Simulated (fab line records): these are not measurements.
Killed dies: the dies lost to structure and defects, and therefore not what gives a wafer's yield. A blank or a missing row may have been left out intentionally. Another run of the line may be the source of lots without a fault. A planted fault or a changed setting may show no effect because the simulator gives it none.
Matching of chambers + flow n5-finfet + N5_BEOL_M1_ILD_DEP_00 on pecvd-02: 3 sister chambers
The step deposits SiOC from DEMS/O2, target thk 79 nm, time 15.3 s. 14 wafers are shown with their chamber, then 7 later ones without.

WAFERS WITH THEIR CHAMBER
| wafer  | chamber | throttle-valve-pct (%) | heater-power-w (W) | susceptor-temp-C (C) |
|--------|---------|------------------------|--------------------|----------------------|
| L074.1 | 0       | 11.2                   | 538                | 349.87               |
| L074.2 | 1       | 12.2                   | 591                | 350.22               |
| L074.3 | 0       | 11.3                   | 546                | 350.02               |
| L076.2 | 2       | 10.4                   | 420                | 350.37               |
| L076.5 | 1       | 12.4                   | 511                | 349.97               |
| L076.6 | 2       | 10.7                   | 416                | 350.34               |
| L078.2 | 0       | 11.3                   | 474                | 350.03               |
| L078.4 | 0       | 11.3                   | 495                | 349.78               |
| L078.6 | 2       | 10.8                   | 442                | 349.85               |
| L080.2 | 0       | 11.2                   | 536                | 350.18               |
| L080.3 | 1       | 12.4                   | 582                | 350.02               |
| L080.6 | 1       | 12.2                   | 582                | 349.79               |
| L084.1 | 1       | 12.4                   | 564                | 349.81               |
| L084.2 | 0       | 11.9                   | 546                | 349.95               |

SIGNATURES (means of the wafers above)
| reading            | chamber 0 | chamber 1 | chamber 2 | scatter within a chamber |
|--------------------|-----------|-----------|-----------|--------------------------|
| throttle-valve-pct | 11.367    | 12.320    | 10.633    | 0.211                    |
| heater-power-w     | 522.50    | 566.00    | 426.00    | 28.9                     |
| susceptor-temp-C   | 349.9717  | 349.9620  | 350.1867  | 0.188                    |
Rule: a wafer lies at a distance from a chamber equal to the root of the sum of squares, over the readings, of (its reading less the chamber's mean, divided by the reading's scatter). If the next closest chamber is less than 2 further off than the closest, the wafer can't be placed; otherwise it belongs to the closest. How the scatter is found: for the shown wafers, subtract from each reading the mean of its chamber, square and add these, divide the total by (wafers less chambers), then take the root.

WAFERS WHOSE CHAMBER IS MISSING
| wafer  | throttle-valve-pct (%) | heater-power-w (W) | susceptor-temp-C (C) |
|--------|------------------------|--------------------|----------------------|
| L084.4 | 12.4                   | 564                | 349.78               |
| L090.4 | 12.3                   | 596                | 350.01               |
| L090.5 | 11.1                   | 522                | 350.12               |
| L090.6 | 10.8                   | 452                | 350.07               |
| L096.1 | 11.1                   | 428                | 350.09               |
| L096.2 | 11.5                   | 548                | 350.22               |
| L096.3 | 12.3                   | 583                | 349.86               |

CHAMBER TAKEN BY EACH
| wafer  | from the rows above     | in truth |
|--------|-------------------------|----------|
| L084.4 | 1                       | 1        |
| L090.4 | 1                       | 1        |
| L090.5 | 0                       | 0        |
| L090.6 | 2                       | 2        |
| L096.1 | can't be placed: 2 or 0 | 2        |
| L096.2 | 0                       | 0        |
| L096.3 | 1                       | 1        |
Correct placement for 6 of the 7. Cannot be placed on the basis of these rows: 1; the candidates contain the true chamber in 1. Wrongly placed: 0.
